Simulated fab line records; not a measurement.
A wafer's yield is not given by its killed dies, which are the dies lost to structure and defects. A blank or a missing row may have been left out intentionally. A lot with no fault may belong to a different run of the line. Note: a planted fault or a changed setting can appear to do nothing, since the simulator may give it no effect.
fab line records ; flow nandHarc
[record] lots = 6; wafers = 18; lastDay = 24
route steps=1159 shown A_BLC@970 END@1159
lots that met no fault: from a run of the same line without faults
startH: the number of hours between the record's first day and the start of the first shown wafer of the lot ; waitH: hours from the lot's prior step to this one ; " identical to the entry in the row above ; L1.1+2: a single row standing in for several wafers ; - either no value or no given start ; * or withheld: withheld ; < > ~ a bound
route shown NAME@n: a module of which the file shows steps, and the number in the route of the first ; usual: the fault-free wafers' mean and standard deviation ; same: alike in all rows ; chamber/n: place in a boat ; sites: the reading at each site ; _std_site: standard deviation across them ; _edge_site: the outer-site mean with the inner-site mean subtracted ; radiusMm: how far each site lies from the wafer's centre ; mask NAME#n: copy n ; behind: the most recent tool/chamber to have shaped the wafer ; hold: why the lot was held/for how many hours/how that ended ; device: which transistor (n, p or np) failed to switch ; end of line: tests of these same wafers at the route's end ; a step with no rows: only its recipe ; killed: the dies lost at the first sort to structure and to defects; this is not the yield of the wafer ; map: shows each die of a wafer: x if killed, . if not, _ if none is there
set.NAME: the run value of the setting; set.NAME@STEP: its run value at that earlier step ; model.NAME: the simulator's own value behind a step, which no gauge read
a table for each step, a row for each wafer; lots at some steps of the route
services: from which hour (startH, from the record's first day; less than 0 if before it) a tool's chamber was out of use, for how many hours, and why
[[steps]]
[step NHARC_A_BLC_EBR_06]
[step NHARC_A_BLC_EXPOSE_07]
[recipe] na = 1.35; targetCdNm = 100; doseMj = 67.97; maskId = A_BLC
[step NHARC_A_BLC_PEB_08]
[recipe] pebTempC = 100; pebTimeS = 65
[step NHARC_A_BLC_DEVELOP_09]
[recipe] developTimeS = 35; devTempC = 23
[step NHARC_A_BLC_CD_MEAS_10]
[recipe] targetCdNm = 100; landingEnergyEv = 500
[usual] cdNm = 100.2/0.5
[same] landingEnergyEv = 500
lot.wafer;tool;chamber;startH;waitH;cdNm
L611.2;cdSem-03;0;439.58;-;100.0
L611.3;cdSem-03;0;439.58;-;100.1
L611.4;cdSem-03;0;439.58;-;99.7
L617.1;cdSem-02;0;461.50;-;100.4
L617.3;cdSem-02;0;461.50;-;99.7
L617.6;cdSem-02;0;461.50;-;100.2
L620.1;cdSem-03;0;496.06;-;100.0
L620.2;cdSem-03;0;496.06;-;99.9
L620.3;cdSem-03;0;496.06;-;100.0
L621.1;cdSem-02;0;496.80;-;99.6
L621.4;cdSem-02;0;496.80;-;100.0
L621.5;cdSem-02;0;496.80;-;99.8
L622.2;cdSem-03;0;527.76;-;99.7
L622.5;cdSem-03;0;527.76;-;99.1
L622.6;cdSem-03;0;527.76;-;99.7
L626.2;cdSem-03;0;536.76;-;100.5
L626.4;cdSem-03;0;536.76;-;100.3
L626.6;cdSem-03;0;536.76;-;100.7
[step NHARC_A_BLC_OVL_MEAS_11]
[usual] overlayXNm = -0.1/0.98; overlayYNm = -0.1/0.71
lot.wafer;tool;chamber;startH;waitH;overlayXNm;overlayYNm
L611.2;overlay-01;-;439.67;-;-0.7;-1.5
L611.3;overlay-01;-;439.67;-;-0.4;-1.2
L611.4;overlay-01;-;439.67;-;0.0;-1.7
L617.1;overlay-02;-;461.59;-;0.8;0.0
L617.3;overlay-02;-;461.59;-;0.8;0.5
L617.6;overlay-02;-;461.59;-;0.4;-0.5
L620.1;overlay-02;-;496.15;-;1.0;0.5
L620.2;overlay-02;-;496.15;-;0.7;1.2
L620.3;overlay-02;-;496.15;-;1.4;0.9
L621.1;overlay-01;-;496.89;-;-1.9;0.3
L621.4;overlay-01;-;496.89;-;-1.7;0.5
L621.5;overlay-01;-;496.89;-;-1.9;0.3
L622.2;overlay-01;-;527.84;-;0.9;0.0
L622.5;overlay-01;-;527.84;-;1.5;0.2
L622.6;overlay-01;-;527.84;-;0.2;0.5
L626.2;overlay-02;-;536.84;-;0.4;-0.1
L626.4;overlay-02;-;536.84;-;0.0;0.1
L626.6;overlay-02;-;536.84;-;-0.2;0.3
[step NHARC_A_BLC_INSPECT_12]
[usual] rawDefectCount = 31/16
lot.wafer;tool;chamber;startH;waitH;rawDefectCount
L611.2;defectInspect-02;-;439.70;0.0;29
L611.3;defectInspect-02;-;439.70;0.0;36
L611.4;defectInspect-02;-;439.70;0.0;39
L617.1;defectInspect-02;-;461.63;0.0;62
L617.3;defectInspect-02;-;461.63;0.0;48
L617.6;defectInspect-02;-;461.63;0.0;42
L620.1;defectInspect-02;-;496.19;0.0;46
L620.2;defectInspect-02;-;496.19;0.0;35
L620.3;defectInspect-02;-;496.19;0.0;42
L621.1;defectInspect-01;-;496.93;0.0;40
L621.4;defectInspect-01;-;496.93;0.0;42
L621.5;defectInspect-01;-;496.93;0.0;43
L622.2;defectInspect-01;-;527.88;0.0;25
L622.5;defectInspect-01;-;527.88;0.0;14
L622.6;defectInspect-01;-;527.88;0.0;16
L626.2;defectInspect-02;-;536.88;0.0;53
L626.4;defectInspect-02;-;536.88;0.0;50
L626.6;defectInspect-02;-;536.88;0.0;49
[step NHARC_A_BLC_DESCUM_15]
[recipe] timeS = 3; o2FlowSccm = 200; arFlowSccm = 0; biasPowerW = 0; chemistry = O2
[usual] drypumpMotorCurrentA = 5.7/0.4; oesProductAu = 0.999/0.008; rfVppV = 57.7/0.96; showerheadPlenumPTorr = 1.93/0.09; throttleValvePct = 11.312/0.0092
lot.wafer;tool;chamber;startH;waitH;drypumpMotorCurrentA;oesProductAu;rfHoursCounterH;rfVppV;showerheadPlenumPTorr;throttleValvePct
L611.4;rieDiel-12;0;439.76;0.1;5.7;1.011;5;57.4;1.97;11.315
L611.3;rieDiel-12;2;439.76;0.1;6.1;1.005;5;56.8;1.84;11.319
L611.2;rieDiel-12;3;439.76;0.1;4.8;0.997;5;56.6;1.90;11.296
L617.3;rieDiel-01;1;461.92;0.3;6.2;0.996;15;57.7;2.05;11.302
L617.1;rieDiel-01;3;461.92;0.3;5.6;0.993;15;56.2;1.81;11.299
L617.6;rieDiel-01;0;461.92;0.3;5.4;0.998;-;56.4;1.89;11.296
L620.1;rieDiel-12;0;496.25;0.1;5.7;1.009;9;57.7;1.97;11.315
L620.3;rieDiel-12;1;496.25;0.1;5.6;1.004;11;57.6;2.00;11.306
L620.2;rieDiel-12;2;496.25;0.1;6.0;1.001;11;57.6;1.83;11.328
L621.4;rieDiel-02;3;497.00;0.1;5.0;0.990;51;56.9;1.80;11.302
L621.1;rieDiel-02;0;497.00;0.1;5.9;0.990;56;56.1;1.84;11.302
L621.5;rieDiel-02;3;497.00;0.1;5.0;0.988;-;57.8;1.80;11.295
L622.2;rieDiel-12;0;527.94;0.1;5.7;1.010;12;57.9;1.97;11.306
L622.5;rieDiel-12;0;527.94;0.1;5.7;1.010;-;58.2;1.97;11.292
L622.6;rieDiel-12;1;527.94;0.1;5.6;1.009;-;57.4;2.00;11.319
L626.2;rieDiel-12;2;536.96;0.1;6.1;1.007;15;57.2;1.83;11.322
L626.4;rieDiel-12;3;536.96;0.1;4.9;1.010;14;58.8;1.90;11.304
L626.6;rieDiel-12;0;536.96;0.1;5.7;1.007;-;57.2;1.96;11.297
[step NHARC_A_BLC_ETCH_16]
[recipe] targetDepthA = 390; overEtchFrac = 0.3; timeS = 65; ionEnergyEv = 80; cf4FlowSccm = 150; arFlowSccm = 0; rfW = 300; biasW = 100; chemistry = CF4
[usual] drypumpMotorCurrentA = 5.7/0.43; oesProductAu = 1.001/0.0075; rfVppV = 151.3/1.3; showerheadPlenumPTorr = 1.78/0.077; throttleValvePct = 13.284/0.0096
lot.wafer;tool;chamber;startH;waitH;drypumpMotorCurrentA;oesProductAu;rfHoursCounterH;rfVppV;showerheadPlenumPTorr;throttleValvePct
L611.4;rieDiel-12;1;439.85;0.1;5.6;1.004;5;151.4;1.84;13.283
L611.2;rieDiel-12;3;439.85;0.1;4.9;1.009;5;150.9;1.76;13.279
L611.3;rieDiel-12;0;439.85;0.1;5.7;1.004;5;153.4;1.82;13.300
L617.1;rieDiel-01;2;462.00;0.1;6.1;0.998;16;150.5;1.86;13.295
L617.3;rieDiel-01;0;462.00;0.1;5.4;0.999;15;152.1;1.75;13.280
L617.6;rieDiel-01;2;462.00;0.1;6.1;1.002;-;151.5;1.86;13.285
L620.3;rieDiel-12;3;496.33;0.1;4.9;1.008;10;151.6;1.76;13.289
L620.1;rieDiel-12;0;496.33;0.1;5.7;1.019;9;150.5;1.81;13.270
L620.2;rieDiel-12;1;496.33;0.1;5.6;1.013;11;151.7;1.84;13.288
L621.4;rieDiel-02;1;497.07;0.1;5.4;1.009;54;150.0;1.65;13.277
L621.1;rieDiel-02;0;497.07;0.1;5.9;0.996;56;150.1;1.71;13.295
L621.5;rieDiel-02;2;497.07;0.1;5.4;1.004;-;152.6;1.65;13.280
L622.2;rieDiel-12;2;528.04;0.1;6.1;1.004;14;151.0;1.70;13.280
L622.5;rieDiel-12;3;528.04;0.1;4.8;1.000;-;151.8;1.76;13.285
L622.6;rieDiel-12;0;528.04;0.1;5.7;1.007;-;151.5;1.81;13.275
L626.2;rieDiel-12;2;537.02;0.1;6.1;1.001;15;150.2;1.70;13.281
L626.4;rieDiel-12;0;537.02;0.1;5.7;1.005;13;153.2;1.81;13.287
L626.6;rieDiel-12;2;537.02;0.1;6.1;0.991;-;150.5;1.70;13.299
[step NHARC_A_BLC_ETCH_17]
[recipe] targetDepthA = 3900; overEtchFrac = 0.25; timeS = 609.38; ionEnergyEv = 200; n2FlowSccm = 150; h2FlowSccm = 150; arFlowSccm = 0; rfW = 400; biasW = 150; chemistry = N2/H2
[usual] drypumpMotorCurrentA = 5.7/0.43; h2FlowSccm = 150.0/0.52; oesProductAu = 1.001/0.0079; rfVppV = 431.0/2.7; showerheadPlenumPTorr = 2.06/0.099; throttleValvePct = 14.172/0.009
lot.wafer;tool;chamber;startH;waitH;drypumpMotorCurrentA;h2FlowSccm;oesProductAu;rfHoursCounterH;rfVppV;showerheadPlenumPTorr;throttleValvePct
L611.3;rieDiel-12;2;-;-;6.1;150.1;1.005;5;428.5;1.95;14.156
L611.4;rieDiel-12;3;-;-;4.8;150.0;1.010;5;428.9;2.03;14.171
L611.2;rieDiel-12;0;-;-;5.6;150.2;1.027;5;433.9;2.10;14.175
L617.1;rieDiel-01;2;-;-;6.1;149.7;0.985;16;431.9;2.16;14.174
L617.3;rieDiel-01;1;-;-;6.2;150.2;0.991;16;436.3;2.19;14.171
L617.6;rieDiel-01;2;-;-;6.1;150.3;0.988;-;435.1;2.16;14.181
L620.1;rieDiel-12;1;-;-;5.6;150.4;1.005;11;433.2;2.13;14.159
L620.2;rieDiel-12;3;-;-;4.8;149.3;1.001;10;430.4;2.03;14.168
L620.3;rieDiel-12;0;-;-;5.7;150.2;1.014;9;433.2;2.10;14.180
L621.1;rieDiel-02;2;-;-;5.3;150.6;0.995;54;426.5;1.89;14.167
L621.4;rieDiel-02;0;-;-;5.9;150.4;0.996;56;430.7;1.96;14.177
L621.5;rieDiel-02;3;-;-;5.0;151.1;0.985;-;427.7;1.92;14.189
L622.2;rieDiel-12;1;-;-;5.6;150.2;1.001;14;432.3;2.13;14.165
L622.5;rieDiel-12;1;-;-;5.6;150.2;1.002;-;433.6;2.13;14.153
L622.6;rieDiel-12;2;-;-;6.1;149.9;0.998;-;428.2;1.95;14.180
L626.4;rieDiel-12;0;-;-;5.7;149.9;1.008;13;432.2;2.10;14.172
L626.2;rieDiel-12;2;-;-;6.1;150.1;0.992;15;430.0;1.95;14.164
L626.6;rieDiel-12;3;-;-;4.8;150.4;1.006;-;429.7;2.02;14.177
[step NHARC_A_BLC_ETCH_18]
[recipe] targetDepthA = 9100; c4f8FlowSccm = 20; o2FlowSccm = 10; arFlowSccm = withheld; rfW = 600; biasW = 1500; chemistry = C4F8/O2/Ar
[usual] oesProductAu = 0.954/0.021; rfVppV = 979/6.1
lot.wafer;tool;chamber;startH;waitH;oesProductAu;rfHoursCounterH;rfVppV
L611.2;rieDiel-12;1;-;-;0.936;5;984
L611.3;rieDiel-12;2;-;-;0.930;5;973
L611.4;rieDiel-12;3;-;-;0.929;5;977
L617.3;rieDiel-01;2;-;-;0.981;16;985
L617.1;rieDiel-01;3;-;-;0.986;16;971
L617.6;rieDiel-01;2;-;-;0.978;-;985
L620.1;rieDiel-12;1;-;-;0.967;11;984
L620.2;rieDiel-12;2;-;-;0.988;12;972
L620.3;rieDiel-12;3;-;-;0.975;10;978
L621.1;rieDiel-02;0;-;-;0.921;56;974
L621.4;rieDiel-02;3;-;-;0.915;51;970
L621.5;rieDiel-02;0;-;-;0.931;-;974
L622.2;rieDiel-12;0;-;-;0.965;12;983
L622.6;rieDiel-12;3;-;-;0.971;-;977
L622.5;rieDiel-12;0;-;-;0.968;-;982
L626.2;rieDiel-12;3;-;-;0.921;14;978
L626.4;rieDiel-12;0;-;-;0.937;14;982
L626.6;rieDiel-12;3;-;-;0.927;-;977
[step NHARC_A_BLC_CD_MEAS_19]
[usual] cdNm = 100.6/1.8
lot.wafer;tool;chamber;startH;waitH;cdNm
L611.2;cdSem-01;-;440.73;-;99.2
L611.3;cdSem-01;-;440.73;-;96.7
L611.4;cdSem-01;-;440.73;-;100.8
L617.1;cdSem-02;-;462.88;-;100.7
L617.3;cdSem-02;-;462.88;-;101.0
L617.6;cdSem-02;-;462.88;-;100.3
L620.1;cdSem-01;-;497.21;-;100.4
L620.2;cdSem-01;-;497.21;-;100.1
L620.3;cdSem-01;-;497.21;-;101.9
L621.1;cdSem-01;-;497.96;-;98.9
L621.4;cdSem-01;-;497.96;-;101.3
L621.5;cdSem-01;-;497.96;-;100.3
L622.2;cdSem-02;-;528.91;-;98.9
L622.5;cdSem-02;-;528.91;-;99.8
L622.6;cdSem-02;-;528.91;-;99.4
L626.2;cdSem-02;-;537.91;-;101.8
L626.4;cdSem-02;-;537.91;-;102.9
L626.6;cdSem-02;-;537.91;-;104.1
[step NHARC_A_BLC_STRIP_29]
[recipe] cf4FlowSccm = 150; arFlowSccm = 0; biasW = 0; chemistry = CF4
[usual] biasW = 0/0; cf4FlowSccm = 150.0/0.47; drypumpMotorCurrentA = 5.6/0.43; oesProductAu = 1.002/0.0076; rfVppV = 59.4/0.93; showerheadPlenumPTorr = 1.77/0.072; throttleValvePct = 13.284/0.0089
lot.wafer;tool;chamber;startH;waitH;biasW;cf4FlowSccm;drypumpMotorCurrentA;oesProductAu;rfHoursCounterH;rfVppV;showerheadPlenumPTorr;throttleValvePct
L611.3;rieDiel-01;2;440.81;0.1;0;150.2;6.1;0.991;13;59.6;1.86;13.289
L611.4;rieDiel-01;0;440.81;0.1;0;150.0;5.4;1.007;13;57.0;1.75;13.287
L611.2;rieDiel-01;1;440.81;0.1;0;150.7;6.2;0.990;13;61.5;1.89;13.270
L617.1;rieDiel-02;1;462.95;0.1;0;149.0;5.4;1.014;45;58.8;1.65;13.289
L617.3;rieDiel-02;1;462.95;0.1;0;149.4;5.4;1.011;-;58.4;1.65;13.283
L617.6;rieDiel-02;0;462.95;0.1;0;150.5;5.9;1.004;-;59.3;1.71;13.297
L620.1;rieDiel-01;1;497.29;0.1;-;-;-;-;-;-;-;-
L620.2;rieDiel-01;2;497.29;0.1;-;-;-;-;-;-;-;-
L620.3;rieDiel-01;3;497.29;0.1;-;-;-;-;-;-;-;-
L621.1;rieDiel-12;1;498.03;0.1;-;-;-;-;-;-;-;-
L621.4;rieDiel-12;3;498.03;0.1;-;-;-;-;-;-;-;-
L621.5;rieDiel-12;1;498.03;0.1;-;-;-;-;-;-;-;-
L622.2;rieDiel-12;3;529.06;0.1;0;150.8;4.9;1.001;13;58.9;1.76;13.297
L622.6;rieDiel-12;2;529.06;0.1;0;150.1;6.0;1.009;-;60.1;1.70;13.278
L622.5;rieDiel-12;3;529.06;0.1;0;149.5;4.9;1.004;-;59.8;1.76;13.287
L626.4;rieDiel-12;2;537.98;0.1;0;150.2;6.1;0.987;16;59.0;1.70;13.273
L626.2;rieDiel-12;1;537.98;0.1;0;150.5;5.6;0.992;15;59.8;1.84;13.284
L626.6;rieDiel-12;2;537.98;0.1;0;149.8;6.1;0.993;-;59.7;1.70;13.263
[step NHARC_A_BLC_STRIP_21]
[recipe] o2FlowSccm = 500; arFlowSccm = 0; biasW = 0; chemistry = O2
[usual] chamberPressureMTorr = 59.99/0.065; drypumpMotorCurrentA = 5.7/0.41; oesProductAu = 1.003/0.0076; rfVppV = 57.8/0.9; showerheadPlenumPTorr = 3.54/0.15; throttleValvePct = 17.035/0.0091
[same] biasW = 0
lot.wafer;tool;chamber;startH;waitH;chamberPressureMTorr;drypumpMotorCurrentA;oesProductAu;rfHoursCounterH;rfVppV;showerheadPlenumPTorr;throttleValvePct
L611.4;rieDiel-01;3;440.91;0.1;60.06;5.6;0.997;13;57.4;3.35;17.038
L611.3;rieDiel-01;0;440.91;0.1;60.00;5.4;0.994;13;58.4;3.49;17.037
L611.2;rieDiel-01;1;440.91;0.1;59.93;6.2;0.981;13;58.2;3.76;17.022
L617.1;rieDiel-02;1;463.19;0.2;59.95;5.4;1.005;45;56.3;3.29;17.055
L617.3;rieDiel-02;1;463.19;0.2;59.97;5.4;1.009;-;57.0;3.29;17.033
L617.6;rieDiel-02;1;463.19;0.2;60.00;5.4;1.016;-;56.4;3.29;17.038
L620.1;rieDiel-01;2;497.39;0.1;60.05;6.2;1.002;20;57.1;3.71;17.023
L620.2;rieDiel-01;3;497.39;0.1;59.97;5.6;1.005;18;56.2;3.35;17.033
L620.3;rieDiel-01;1;497.39;0.1;59.96;6.2;1.001;20;57.6;3.76;17.024
L621.1;rieDiel-12;3;498.14;0.1;60.01;4.8;0.996;10;57.8;3.51;17.017
L621.4;rieDiel-12;0;498.14;0.1;60.03;5.7;1.009;10;57.7;3.62;17.022
L621.5;rieDiel-12;0;498.14;0.1;59.93;5.7;1.006;-;57.2;3.62;17.036
L622.2;rieDiel-12;0;529.21;0.1;59.97;5.7;0.999;12;58.8;3.62;17.025
L622.6;rieDiel-12;1;529.21;0.1;59.98;5.6;1.001;-;58.1;3.67;17.051
L622.5;rieDiel-12;2;529.21;0.1;60.03;6.1;0.999;-;57.5;3.39;17.024
L626.4;rieDiel-12;2;538.10;0.1;59.98;6.1;0.998;16;57.9;3.39;17.044
L626.2;rieDiel-12;3;538.10;0.1;59.89;4.8;1.008;14;57.1;3.50;17.026
L626.6;rieDiel-12;1;538.10;0.1;59.93;5.6;0.999;-;58.9;3.67;17.027
[step NHARC_END_SORT_01]
[recipe] tempC = 25
[usual] killedAtArray = 28/12; killedAtOther = 0.8/1.1; killedAtPeriphery = 3.6/2.3; killedDies = 32/12; killedOpen = 3.4/1.9; killedShort = 2.0/1.3
[same] grossDies = 677
lot.wafer;tool;chamber;startH;waitH;killedAtArray;killedAtOther;killedAtPeriphery;killedDies;killedOpen;killedShort
L611.2;prober-02;0;483.47;2.8;32;0;2;34;4;3
L611.3;prober-02;0;484.26;3.1;32;0;3;35;2;5
L611.4;prober-02;0;485.06;3.4;35;0;3;38;5;2
// killed by level:class
L611.2 A_SLIT:chamberFilmFlake=12 A_CHANNEL_HOLE_D1:chamberFilmFlake=10 A_CONTACT:geometricParticle:open=2 A_SOURCE_PLATE:geometricParticle:short=1 A_CHANNEL_HOLE_D1:geometricParticle:open=1 A_SGD_CUT:geometricParticle:short=1 A_WL_FILL:geometricParticle:short=1 A_WL_FILL:geometricParticle:open=1
L611.3 A_SLIT:chamberFilmFlake=12 A_CHANNEL_HOLE_D1:chamberFilmFlake=11 A_WL_FILL:chamberFilmFlake=4 A_CHANNEL_HOLE_D1:geometricParticle:short=2 P_GATE:geometricParticle:open=1 P_CONTACT:geometricParticle:short=1 P_M0:geometricParticle:short=1 A_ONON_D1:geometricParticle:short=1
L611.4 A_CHANNEL_HOLE_D1:chamberFilmFlake=14 A_SLIT:chamberFilmFlake=13 A_CONTACT:geometricParticle:open=2 A_CONTACT:chamberFilmFlake=2 P_CONTACT:geometricParticle:short=1 P_CONTACT:geometricParticle:open=1 A_ONON_D1:geometricParticle:open=1 A_CHANNEL_FILL_D1:geometricParticle:open=1
[[services]]
tool;chamber;startH;hours;kind
rieDiel-12;0;437.43;-;clean
rieDiel-12;1;437.43;-;clean
rieDiel-12;2;437.43;-;clean
rieDiel-12;3;437.43;-;clean
rieDiel-02;2;460.30;4.5;repair
rieDiel-02;3;461.27;20.9;repair
rieDiel-12;0;461.93;-;clean
rieDiel-12;1;461.93;-;clean
rieDiel-12;2;461.93;-;clean
rieDiel-12;3;461.93;-;clean
rieDiel-12;0;486.43;-;clean
rieDiel-12;1;486.43;-;clean
rieDiel-12;2;486.43;-;clean
rieDiel-12;3;486.43;-;clean
rieDiel-01;-;500.10;9.0;pm
rieDiel-02;-;505.14;9.0;pm
rieDiel-12;0;510.93;-;clean
rieDiel-12;1;510.93;-;clean
rieDiel-12;2;510.93;-;clean
rieDiel-12;3;510.93;-;clean
rieDiel-12;2;515.41;1.7;repair
rieDiel-12;0;535.43;-;clean
rieDiel-12;1;535.43;-;clean
rieDiel-12;2;535.43;-;clean
[[key]]
[firstSign] step = NHARC_A_BLC_STRIP_29; reading = toolRecord; direction = missing
effect none on later readings
metAt NHARC_A_BLC_STRIP_29
struckWafers L620.1,L620.2,L620.3,L621.1,L621.4,L621.5
testerLeftOut L620,L621
onsetBetween 440.81 497.29
[fault] kind = skippedStepWhole; tool = rieDiel-01,rieDiel-12; chamber = -; onsetH = 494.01; steps = NHARC_A_BLC_STRIP_29; scope = struckLotsOnly
// testerLeftOut: of these lots the tester's yield and bins aren't shown, on N5 and GAA mostly nor the transistor test; their killed dies are dies lost to structure and defects alone, not to doping, threshold or leakage, so they don't give the yield
